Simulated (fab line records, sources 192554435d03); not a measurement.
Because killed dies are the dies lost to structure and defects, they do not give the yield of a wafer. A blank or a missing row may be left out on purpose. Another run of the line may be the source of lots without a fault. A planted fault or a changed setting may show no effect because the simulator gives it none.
Chamber matching || flow n5-finfet || 4 sister chambers for N5_BEOL_M5_ETCH_62 on rie-diel-05
The step etches SOC in N2/H2, target depth 75 nm, overetch 15 nm, time 112.5 s. 8 wafers are shown with their chamber, then 11 later ones without.

## WAFERS WITH THEIR CHAMBER
{"wafer": "L086.3", "chamber": 0, "showerhead-plenum-p-Torr (Torr)": 2.41, "drypump-motor-current-A (A)": 5.0}
{"wafer": "L083.2", "chamber": 1, "showerhead-plenum-p-Torr (Torr)": 2.63, "drypump-motor-current-A (A)": 5.5}
{"wafer": "L083.3", "chamber": 3, "showerhead-plenum-p-Torr (Torr)": 2.42, "drypump-motor-current-A (A)": 5.8}
{"wafer": "L083.6", "chamber": 0, "showerhead-plenum-p-Torr (Torr)": 2.41, "drypump-motor-current-A (A)": 5.0}
{"wafer": "L090.3", "chamber": 1, "showerhead-plenum-p-Torr (Torr)": 2.62, "drypump-motor-current-A (A)": 5.6}
{"wafer": "L090.4", "chamber": 2, "showerhead-plenum-p-Torr (Torr)": 2.67, "drypump-motor-current-A (A)": 6.2}
{"wafer": "L090.6", "chamber": 2, "showerhead-plenum-p-Torr (Torr)": 2.67, "drypump-motor-current-A (A)": 6.1}
{"wafer": "L092.1", "chamber": 3, "showerhead-plenum-p-Torr (Torr)": 2.42, "drypump-motor-current-A (A)": 5.8}

## WAFERS WITHOUT THEIR CHAMBER
{"wafer": "L092.2", "showerhead-plenum-p-Torr (Torr)": 2.66, "drypump-motor-current-A (A)": 6.1}
{"wafer": "L092.3", "showerhead-plenum-p-Torr (Torr)": 2.40, "drypump-motor-current-A (A)": 5.0}
{"wafer": "L092.4", "showerhead-plenum-p-Torr (Torr)": 2.42, "drypump-motor-current-A (A)": 5.8}
{"wafer": "L092.5", "showerhead-plenum-p-Torr (Torr)": 2.40, "drypump-motor-current-A (A)": 5.0}
{"wafer": "L092.6", "showerhead-plenum-p-Torr (Torr)": 2.66, "drypump-motor-current-A (A)": 6.1}
{"wafer": "L094.2", "showerhead-plenum-p-Torr (Torr)": 2.40, "drypump-motor-current-A (A)": 5.0}
{"wafer": "L094.3", "showerhead-plenum-p-Torr (Torr)": 2.42, "drypump-motor-current-A (A)": 5.7}
{"wafer": "L094.4", "showerhead-plenum-p-Torr (Torr)": 2.66, "drypump-motor-current-A (A)": 6.1}
{"wafer": "L096.1", "showerhead-plenum-p-Torr (Torr)": 2.40, "drypump-motor-current-A (A)": 5.0}
{"wafer": "L096.2", "showerhead-plenum-p-Torr (Torr)": 2.42, "drypump-motor-current-A (A)": 5.8}
{"wafer": "L096.5", "showerhead-plenum-p-Torr (Torr)": 2.40, "drypump-motor-current-A (A)": 5.0}

## WHICH CHAMBER EACH WENT THROUGH
{"wafer": "L092.2", "from the rows above": 2, "in truth": 2}
{"wafer": "L092.3", "from the rows above": 0, "in truth": 0}
{"wafer": "L092.4", "from the rows above": 3, "in truth": 3}
{"wafer": "L092.5", "from the rows above": 0, "in truth": 0}
{"wafer": "L092.6", "from the rows above": 2, "in truth": 2}
{"wafer": "L094.2", "from the rows above": 0, "in truth": 0}
{"wafer": "L094.3", "from the rows above": 3, "in truth": 3}
{"wafer": "L094.4", "from the rows above": 2, "in truth": 2}
{"wafer": "L096.1", "from the rows above": 0, "in truth": 0}
{"wafer": "L096.2", "from the rows above": 3, "in truth": 3}
{"wafer": "L096.5", "from the rows above": 0, "in truth": 0}
11 of 11 placed correctly. From these rows, 0 cannot be placed. Number placed wrongly: 0.
How it was worked out, from the rows above alone: a wafer's distance from a chamber is the root of the sum, over the readings, of the square of ((its reading less the chamber's mean) divided by the reading's scatter). If the next closest chamber is less than 2 further off than the closest, the wafer can't be placed; otherwise it belongs to the closest. Each chamber's mean is taken over the wafers shown for it. The scatter: the root of (the sum of the squares of (reading less its chamber's mean) over the shown wafers, divided by (wafers less chambers)).
